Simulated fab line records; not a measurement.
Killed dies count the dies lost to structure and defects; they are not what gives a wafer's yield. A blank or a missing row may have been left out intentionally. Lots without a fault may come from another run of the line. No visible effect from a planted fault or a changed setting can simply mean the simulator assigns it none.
Matching of chambers || flow n5Finfet || cmp-03 running N5_BEOL_M7_CMP_52: 4 sister chambers
The step polishes, stops on SiCOH lowk, t overpolish 6.9 s, target thk 80 nm. 16 wafers are shown with their chamber, then 8 later ones without.

## WAFERS, EACH WITH ITS CHAMBER
{"wafer": "L074.1", "chamber": 1, "timeToEndpointS (s)": 64, "motorCurrentA (A)": 6.9, "barrierFieldEndpointS (s)": 29.0}
{"wafer": "L074.3", "chamber": 3, "timeToEndpointS (s)": 66, "motorCurrentA (A)": 7.0, "barrierFieldEndpointS (s)": 29.5}
{"wafer": "L074.5", "chamber": 3, "timeToEndpointS (s)": 67, "motorCurrentA (A)": 6.9, "barrierFieldEndpointS (s)": 30.3}
{"wafer": "L075.2", "chamber": 3, "timeToEndpointS (s)": 70, "motorCurrentA (A)": 6.8, "barrierFieldEndpointS (s)": 29.8}
{"wafer": "L075.4", "chamber": 1, "timeToEndpointS (s)": 65, "motorCurrentA (A)": 7.2, "barrierFieldEndpointS (s)": 28.7}
{"wafer": "L075.6", "chamber": 0, "timeToEndpointS (s)": 58, "motorCurrentA (A)": 5.8, "barrierFieldEndpointS (s)": 28.5}
{"wafer": "L080.1", "chamber": 3, "timeToEndpointS (s)": 67, "motorCurrentA (A)": 7.1, "barrierFieldEndpointS (s)": 30.0}
{"wafer": "L080.5", "chamber": 0, "timeToEndpointS (s)": 59, "motorCurrentA (A)": 6.1, "barrierFieldEndpointS (s)": 28.5}
{"wafer": "L080.6", "chamber": 3, "timeToEndpointS (s)": 70, "motorCurrentA (A)": 7.2, "barrierFieldEndpointS (s)": 30.7}
{"wafer": "L082.1", "chamber": 2, "timeToEndpointS (s)": 55, "motorCurrentA (A)": 6.7, "barrierFieldEndpointS (s)": 28.9}
{"wafer": "L082.3", "chamber": 0, "timeToEndpointS (s)": 57, "motorCurrentA (A)": 5.7, "barrierFieldEndpointS (s)": 28.2}
{"wafer": "L082.5", "chamber": 3, "timeToEndpointS (s)": 65, "motorCurrentA (A)": 6.7, "barrierFieldEndpointS (s)": 30.5}
{"wafer": "L087.1", "chamber": 0, "timeToEndpointS (s)": 57, "motorCurrentA (A)": 5.8, "barrierFieldEndpointS (s)": 27.7}
{"wafer": "L087.2", "chamber": 3, "timeToEndpointS (s)": 66, "motorCurrentA (A)": 6.6, "barrierFieldEndpointS (s)": 29.7}
{"wafer": "L087.3", "chamber": 2, "timeToEndpointS (s)": 57, "motorCurrentA (A)": 6.7, "barrierFieldEndpointS (s)": 28.6}
{"wafer": "L091.1", "chamber": 3, "timeToEndpointS (s)": 64, "motorCurrentA (A)": 7.1, "barrierFieldEndpointS (s)": 29.4}

SIGNATURES (means of the wafers above)
{"reading": "timeToEndpointS", "chamber 0": 57.75, "chamber 1": 64.50, "chamber 2": 56.00, "chamber 3": 66.88, "scatter within a chamber": 1.78}
{"reading": "motorCurrentA", "chamber 0": 5.850, "chamber 1": 7.050, "chamber 2": 6.700, "chamber 3": 6.925, "scatter within a chamber": 0.194}
{"reading": "barrierFieldEndpointS", "chamber 0": 28.225, "chamber 1": 28.850, "chamber 2": 28.750, "chamber 3": 29.988, "scatter within a chamber": 0.417}
Rule: for each reading, subtract the chamber's mean from the wafer's reading, divide by that reading's scatter and square the result; add these up over the readings and take the root, which gives the wafer's distance from the chamber. The wafer belongs to the nearest chamber; if the next one is less than 2 further off, it can't be placed. The scatter is the square root of a quotient: the sum, over the shown wafers, of each reading's squared deviation from its chamber's mean, divided by wafers minus chambers.

## WAFERS WITHOUT THEIR CHAMBER
{"wafer": "L091.2", "timeToEndpointS (s)": 57, "motorCurrentA (A)": 6.2, "barrierFieldEndpointS (s)": 28.2}
{"wafer": "L091.6", "timeToEndpointS (s)": 55, "motorCurrentA (A)": 6.1, "barrierFieldEndpointS (s)": 28.0}
{"wafer": "L093.1", "timeToEndpointS (s)": 53, "motorCurrentA (A)": 6.9, "barrierFieldEndpointS (s)": 27.2}
{"wafer": "L093.2", "timeToEndpointS (s)": 54, "motorCurrentA (A)": 5.6, "barrierFieldEndpointS (s)": 27.4}
{"wafer": "L093.3", "timeToEndpointS (s)": 60, "motorCurrentA (A)": 7.4, "barrierFieldEndpointS (s)": 28.9}
{"wafer": "L097.1", "timeToEndpointS (s)": 67, "motorCurrentA (A)": 7.0, "barrierFieldEndpointS (s)": 29.9}
{"wafer": "L097.3", "timeToEndpointS (s)": 54, "motorCurrentA (A)": 6.7, "barrierFieldEndpointS (s)": 28.4}
{"wafer": "L097.6", "timeToEndpointS (s)": 55, "motorCurrentA (A)": 6.2, "barrierFieldEndpointS (s)": 28.2}

## WHICH CHAMBER EACH ONE RAN IN
{"wafer": "L091.2", "from the rows above": "can't be placed: 0 or 2", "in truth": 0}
{"wafer": "L091.6", "from the rows above": "can't be placed: 0 or 2", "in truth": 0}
{"wafer": "L093.1", "from the rows above": 2, "in truth": 2}
{"wafer": "L093.2", "from the rows above": 0, "in truth": 0}
{"wafer": "L093.3", "from the rows above": "can't be placed: 1 or 2", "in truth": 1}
{"wafer": "L097.1", "from the rows above": 3, "in truth": 3}
{"wafer": "L097.3", "from the rows above": 2, "in truth": 2}
{"wafer": "L097.6", "from the rows above": "can't be placed: 0 or 2", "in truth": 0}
Correct placement for 4 of the 8. Can't be placed from these rows: 4 (the true chamber is among the candidates in 4). Number placed wrongly: 0.
